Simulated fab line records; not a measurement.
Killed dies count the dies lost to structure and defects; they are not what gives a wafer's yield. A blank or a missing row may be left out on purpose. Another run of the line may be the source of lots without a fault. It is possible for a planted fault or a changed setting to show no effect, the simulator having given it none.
Chamber matching | flow n5_finfet | N5_SD_EPI_N_ETCH_35 on rie_diel-05 has 4 sister chambers
The step etches SOC in N2/H2, overetch 108 nm, time 486 s. 8 wafers are shown with their chamber, then 7 later ones without.

== WAFERS WITH THEIR CHAMBER ==
wafer  | chamber | throttle_valve_pct (%) | showerhead_plenum_p_Torr (Torr)
L076.4 | 3       | 24.29                  | 2.64
L079.1 | 0       | 23.78                  | 2.48
L079.5 | 2       | 23.54                  | 2.48
L083.2 | 2       | 23.57                  | 2.48
L084.5 | 0       | 23.78                  | 2.48
L084.6 | 1       | 24.04                  | 2.50
L087.2 | 1       | 24.05                  | 2.50
L087.4 | 3       | 24.30                  | 2.63

== WAFERS WITH NO CHAMBER GIVEN ==
wafer  | throttle_valve_pct (%) | showerhead_plenum_p_Torr (Torr)
L087.6 | 23.58                  | 2.47
L093.1 | 23.82                  | 2.47
L093.2 | 23.59                  | 2.47
L093.5 | 23.81                  | 2.47
L097.2 | 23.59                  | 2.46
L097.3 | 23.83                  | 2.47
L097.5 | 23.61                  | 2.46

== WHICH CHAMBER EACH ONE RAN IN ==
wafer  | from the rows above | in truth
L087.6 | 2                   | 2
L093.1 | 0                   | 0
L093.2 | 2                   | 2
L093.5 | 0                   | 0
L097.2 | 2                   | 2
L097.3 | 0                   | 0
L097.5 | 2                   | 2
Correct placement for 7 of the 7. From these rows, 0 cannot be placed. Number placed wrongly: 0.
How it was worked out, from the rows above alone: a wafer's distance from a chamber is the root of the sum, over the readings, of the square of ((its reading less the chamber's mean) divided by the reading's scatter). If the next closest chamber is less than 2 further off than the closest, the wafer can't be placed; otherwise it belongs to the closest. A chamber's mean is the mean of its shown wafers. The scatter: the root of (the sum of the squares of (reading less its chamber's mean) over the shown wafers, divided by (wafers less chambers)).
